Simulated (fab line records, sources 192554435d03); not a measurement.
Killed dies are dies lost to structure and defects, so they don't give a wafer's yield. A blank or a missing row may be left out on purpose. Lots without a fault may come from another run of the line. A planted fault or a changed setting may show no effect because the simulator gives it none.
Which tool did it? | flow n5_finfet | 24 lots, 72 wafers sampled, at 5 steps of a route of 1938

WHAT THE GAUGES READ, wafer by wafer
N5_BEOL_M13_OVL_MEAS_11. Usual: V12_OVL 2 nm, standard deviation 4.3.
lot  | measured     | on         | V12_OVL (nm) | flag
L075 | day 12 04:14 | overlay-01 | 5 7 8        |
L074 | day 12 18:23 | overlay-01 | -5 -4 1      |
L076 | day 12 18:49 | overlay-01 | 1 6 6        |
L077 | day 12 23:21 | overlay-02 | 3 1 4        |
L078 | day 13 06:56 | overlay-01 | -3 5 -3      |
L079 | day 13 12:24 | overlay-01 | 3 -2 -3      |
L082 | day 13 15:44 | overlay-02 | 5 0 2        |
L081 | day 13 21:41 | overlay-02 | 2 8 -8       |
L080 | day 14 06:43 | overlay-01 | 9 -3 -1      |
L083 | day 14 08:10 | overlay-02 | 5 1 4        |
L084 | day 14 12:55 | overlay-02 | -1 9 13      |
L085 | day 14 13:43 | overlay-01 | 2 7 0        |
L086 | day 14 20:40 | overlay-02 | 0 3 11       |
L088 | day 15 15:16 | overlay-01 | -5 3 3       |
L087 | day 15 22:09 | overlay-02 | 0 1 0        |
L091 | day 16 00:49 | overlay-01 | 3 8 2        |
L089 | day 16 15:46 | overlay-02 | 0 1 0        |
L090 | day 16 23:45 | overlay-01 | 3 6 5        |
L093 | day 17 03:37 | overlay-01 | 5 6 2        |
L092 | day 17 15:41 | overlay-01 | -2 4 -2      |
L096 | day 18 08:30 | overlay-02 | -2 -1 1      |
L094 | day 18 09:07 | overlay-01 | 7 2 0        |
L095 | day 18 09:41 | overlay-02 | 10 4 16      |
L097 | day 18 11:49 | overlay-02 | 3 0 -3       |

N5_BEOL_M13_CD_MEAS_28: target cd 209.5 nm. Usual: cd_nm 209.2 nm, standard deviation 1.
lot  | measured     | on        | cd_nm (nm)        | flag
L075 | day 12 05:08 | cd_sem-03 | 210.8 210.4 208.9 |
L074 | day 12 19:19 | cd_sem-01 | 209.3 209.4 209.2 |
L076 | day 12 19:44 | cd_sem-03 | 208.5 208.4 209.0 |
L077 | day 13 00:16 | cd_sem-02 | 208.9 208.2 208.0 |
L078 | day 13 08:04 | cd_sem-02 | 210.2 208.9 209.1 |
L079 | day 13 13:26 | cd_sem-03 | 207.9 210.3 208.7 |
L082 | day 13 16:43 | cd_sem-01 | 209.0 209.5 209.7 |
L081 | day 13 22:49 | cd_sem-03 | 210.1 210.2 208.9 |
L080 | day 14 07:41 | cd_sem-02 | 207.7 209.1 209.2 |
L083 | day 14 09:28 | cd_sem-02 | 210.1 210.2 208.5 |
L084 | day 14 13:50 | cd_sem-02 | 208.8 208.4 209.4 |
L085 | day 14 14:37 | cd_sem-01 | 209.1 208.4 208.3 |
L086 | day 14 23:02 | cd_sem-01 | 208.2 207.7 208.4 |
L088 | day 15 16:18 | cd_sem-02 | 209.9 210.4 207.5 |
L087 | day 15 23:13 | cd_sem-03 | 210.1 207.8 209.8 |
L091 | day 16 01:52 | cd_sem-03 | 207.0 207.2 207.3 |
L089 | day 16 16:48 | cd_sem-01 | 208.7 209.6 208.0 |
L090 | day 17 00:40 | cd_sem-01 | 210.5 209.6 209.1 |
L093 | day 17 04:32 | cd_sem-03 | 209.6 209.8 208.3 |
L092 | day 17 16:46 | cd_sem-03 | 211.2 209.1 207.9 |
L096 | day 18 09:44 | cd_sem-03 | 208.6 209.4 210.1 |
L094 | day 18 10:25 | cd_sem-03 | 211.6 209.4 209.7 |
L095 | day 18 10:37 | cd_sem-01 | 210.7 210.4 210.2 |
L097 | day 18 12:44 | cd_sem-02 | 209.3 207.9 209.2 |

N5_BEOL_M14_INSPECT_12: inspects for defects (macro). Usual: raw_defect_count 1.9, standard deviation 1.2.
lot  | measured     | on                | raw_defect_count | flag
L075 | day 12 10:05 | defect_inspect-02 | 1 2 4            |
L074 | day 13 00:44 | defect_inspect-02 | 3 1 1            |
L076 | day 13 02:07 | defect_inspect-02 | 2 1 0            |
L077 | day 13 08:07 | defect_inspect-01 | 1 1 0            |
L078 | day 13 11:52 | defect_inspect-01 | 2 3 2            |
L079 | day 13 16:59 | defect_inspect-01 | 1 2 0            |
L082 | day 13 21:05 | defect_inspect-02 | 2 1 4            |
L081 | day 14 01:47 | defect_inspect-01 | 2 2 2            |
L080 | day 14 13:11 | defect_inspect-02 | 2 3 3            |
L083 | day 14 13:30 | defect_inspect-01 | 2 6 1            |
L084 | day 14 17:15 | defect_inspect-01 | 2 2 4            |
L085 | day 14 19:37 | defect_inspect-02 | 1 3 3            |
L086 | day 15 05:42 | defect_inspect-02 | 3 4 2            |
L088 | day 16 00:26 | defect_inspect-01 | 2 2 0            |
L087 | day 16 04:36 | defect_inspect-01 | 0 3 2            |
L091 | day 16 05:10 | defect_inspect-01 | 2 1 3            |
L089 | day 16 20:31 | defect_inspect-02 | 2 1 1            |
L090 | day 17 04:49 | defect_inspect-01 | 2 1 1            |
L093 | day 17 09:02 | defect_inspect-01 | 1 2 3            |
L092 | day 18 00:45 | defect_inspect-02 | 2 1 0            |
L096 | day 18 18:05 | defect_inspect-02 | 4 1 0            |
L094 | day 18 17:12 | defect_inspect-01 | 1 2 2            |
L095 | day 18 17:41 | defect_inspect-02 | 1 2 1            |
L097 | day 18 18:02 | defect_inspect-02 | 6 1 0            |

WHICH TOOL RAN EACH LOT (tool, then ch and the chambers of the sampled wafers, then the start)
lot  | N5_BEOL_M13_ETCH_68                | N5_BEOL_M13_PRE_CLEAN_42
L075 | rie_diel-03 ch 0,3, day 12 05:25   | pvd_sputter-01, day 12 08:16
L074 | rie_diel-03 ch 0,1,3, day 12 19:34 | pvd_sputter-02, day 12 22:17
L076 | rie_diel-03 ch 2,3, day 12 20:07   | pvd_sputter-03, day 13 00:17
L077 | rie_diel-01 ch 1,2, day 13 00:32   | pvd_sputter-03, day 13 06:18
L078 | rie_diel-02 ch 1,2,3, day 13 08:20 | pvd_sputter-03, day 13 10:04
L079 | rie_diel-02 ch 0,2,3, day 13 13:43 | pvd_sputter-02, day 13 14:46
L082 | rie_diel-01 ch 0,1,2, day 13 17:05 | pvd_sputter-03, day 13 19:07
L081 | rie_diel-03 ch 0,1, day 13 23:05   | pvd_sputter-03, day 13 23:50
L080 | rie_diel-01 ch 0,1, day 14 07:57   | pvd_sputter-01, day 14 11:06
L083 | rie_diel-03 ch 0,1,3, day 14 09:43 | pvd_sputter-03, day 14 11:16
L084 | rie_diel-03 ch 0,1,3, day 14 14:06 | pvd_sputter-02, day 14 15:26
L085 | rie_diel-02 ch 0,1,3, day 14 14:53 | pvd_sputter-01, day 14 17:48
L086 | rie_diel-02 ch 0,1,2, day 15 01:35 | pvd_sputter-01, day 15 03:52
L088 | rie_diel-02 ch 0,1,2, day 15 16:34 | pvd_sputter-01, day 15 22:20
L087 | rie_diel-03 ch 0,1,3, day 15 23:29 | pvd_sputter-01, day 16 02:40
L091 | rie_diel-01 ch 1,2, day 16 02:08   | pvd_sputter-02, day 16 03:22
L089 | rie_diel-03 ch 0,2,3, day 16 17:04 | pvd_sputter-02, day 16 18:33
L090 | rie_diel-01 ch 2,3, day 17 00:57   | pvd_sputter-02, day 17 02:38
L093 | rie_diel-02 ch 0,1,3, day 17 04:49 | pvd_sputter-01, day 17 07:14
L092 | rie_diel-01 ch 1,2,3, day 17 17:08 | pvd_sputter-01, day 17 22:47
L096 | rie_diel-01 ch 0,3, day 18 10:00   | pvd_sputter-02, day 18 15:41
L094 | rie_diel-01 ch 0,1,3, day 18 10:41 | pvd_sputter-03, day 18 14:54
L095 | rie_diel-02 ch 0,3, day 18 10:53   | pvd_sputter-01, day 18 15:19
L097 | rie_diel-02 ch 0,2, day 18 13:16   | pvd_sputter-01, day 18 15:41
- N5_BEOL_M13_ETCH_68: etches SOC in N2/H2, time 355 s.
- N5_BEOL_M13_PRE_CLEAN_42: time 30 s.

WHAT THE TOOLS THEMSELVES READ (means of the sampled wafers that have a number; where no wafer has one, the mark that the record gives instead)
N5_BEOL_M13_ETCH_68. Usual: drypump_motor_current_A 5.7 A, standard deviation 0.33; oes_product_au 0.77 a.u., standard deviation 0.095; rf_vpp_V 523.9 V, standard deviation 2.5; showerhead_plenum_p_Torr 2.55 Torr, standard deviation 0.081; throttle_valve_pct 18.00 %, standard deviation 0.21.
lot  | tool        | drypump_motor_current_A (A) | oes_product_au (a.u.) | rf_vpp_V (V) | showerhead_plenum_p_Torr (Torr) | throttle_valve_pct (%) | flag
L075 | rie_diel-03 | 5.5                         | 0.73                  | 523.5        | 2.51                            | 18.14                  |
L074 | rie_diel-03 | 5.6                         | 0.78                  | 525.4        | 2.58                            | 18.06                  |
L076 | rie_diel-03 | 5.4                         | 0.73                  | 523.1        | 2.51                            | 18.06                  |
L077 | rie_diel-01 | 5.7                         | 0.72                  | 524.5        | 2.59                            | 18.19                  |
L078 | rie_diel-02 | 5.4                         | 0.76                  | 525.8        | 2.61                            | 18.01                  |
L079 | rie_diel-02 | 5.5                         | 0.80                  | 524.2        | 2.56                            | 17.80                  |
L082 | rie_diel-01 | 5.7                         | 0.71                  | 524.0        | 2.56                            | 18.18                  |
L081 | rie_diel-03 | 5.6                         | 0.76                  | 524.0        | 2.59                            | 18.03                  |
L080 | rie_diel-01 | 5.8                         | 0.69                  | 522.7        | 2.52                            | 18.17                  |
L083 | rie_diel-03 | 5.6                         | 0.77                  | 525.0        | 2.58                            | 18.08                  |
L084 | rie_diel-03 | 5.6                         | 0.76                  | 525.4        | 2.58                            | 18.08                  |
L085 | rie_diel-02 | 5.5                         | 0.81                  | 525.0        | 2.60                            | 17.81                  |
L086 | rie_diel-02 | 5.7                         | 0.74                  | 523.7        | 2.53                            | 17.93                  |
L088 | rie_diel-02 | 5.7                         | 0.73                  | 523.4        | 2.53                            | 17.95                  |
L087 | rie_diel-03 | 5.6                         | 0.75                  | 523.9        | 2.57                            | 18.08                  |
L091 | rie_diel-01 | 5.7                         | 0.69                  | 525.3        | 2.58                            | 18.23                  |
L089 | rie_diel-03 | 5.4                         | 0.71                  | 523.7        | 2.51                            | 18.13                  |
L090 | rie_diel-01 | 6.2                         | 0.69                  | 522.2        | 2.49                            | 18.10                  |
L093 | rie_diel-02 | 5.5                         | 0.78                  | 524.9        | 2.59                            | 17.85                  |
L092 | rie_diel-01 | 6.0                         | 0.79                  | 522.3        | 2.51                            | 18.06                  |
L096 | rie_diel-01 | 6.2                         | 0.78                  | 521.2        | 2.44                            | 17.97                  |
L094 | rie_diel-01 | 6.1                         | 0.88                  | 521.0        | 2.47                            | 17.90                  |
L095 | rie_diel-02 | 5.5                         | 0.80                  | 523.7        | 2.53                            | 17.65                  |
L097 | rie_diel-02 | 5.7                         | 0.89                  | 522.9        | 2.48                            | 17.67                  |

N5_BEOL_M13_PRE_CLEAN_42. Usual: heater_power_w 332 W, standard deviation 49.
lot  | tool           | heater_power_w (W) | flag
L075 | pvd_sputter-01 | 351                |
L074 | pvd_sputter-02 | 342                |
L076 | pvd_sputter-03 | 299                |
L077 | pvd_sputter-03 | 307                |
L078 | pvd_sputter-03 | 327                |
L079 | pvd_sputter-02 | 365                |
L082 | pvd_sputter-03 | 332                |
L081 | pvd_sputter-03 | 369                |
L080 | pvd_sputter-01 | 303                |
L083 | pvd_sputter-03 | 363                |
L084 | pvd_sputter-02 | 359                |
L085 | pvd_sputter-01 | 297                |
L086 | pvd_sputter-01 | 265                |
L088 | pvd_sputter-01 | 260                |
L087 | pvd_sputter-01 | 345                |
L091 | pvd_sputter-02 | 343                |
L089 | pvd_sputter-02 | 336                |
L090 | pvd_sputter-02 | 369                |
L093 | pvd_sputter-01 | 302                |
L092 | pvd_sputter-01 | 262                |
L096 | pvd_sputter-02 | 373                |
L094 | pvd_sputter-03 | 342                |
L095 | pvd_sputter-01 | 356                |
L097 | pvd_sputter-01 | 355                |

THE ANSWER, worked out from the rows above alone
Rule: a lot is off if the mean of its wafers that have a number lies more than 3 standard deviations from the usual mean. A lot without any number at a reading at which 4 lots or more have one is off too. The other lots that the step has rows for count as sound. The gauges are gone through in route order, then the tools' own readings, and for those a lot's mean is taken as printed above. The first step at which some lot is off is used, and at that step the reading that is off furthest; a lot without a number counts as furthest.
No lot is off at any reading shown: from this, nothing can be told.

WHAT THE SIMULATOR HAD PUT IN
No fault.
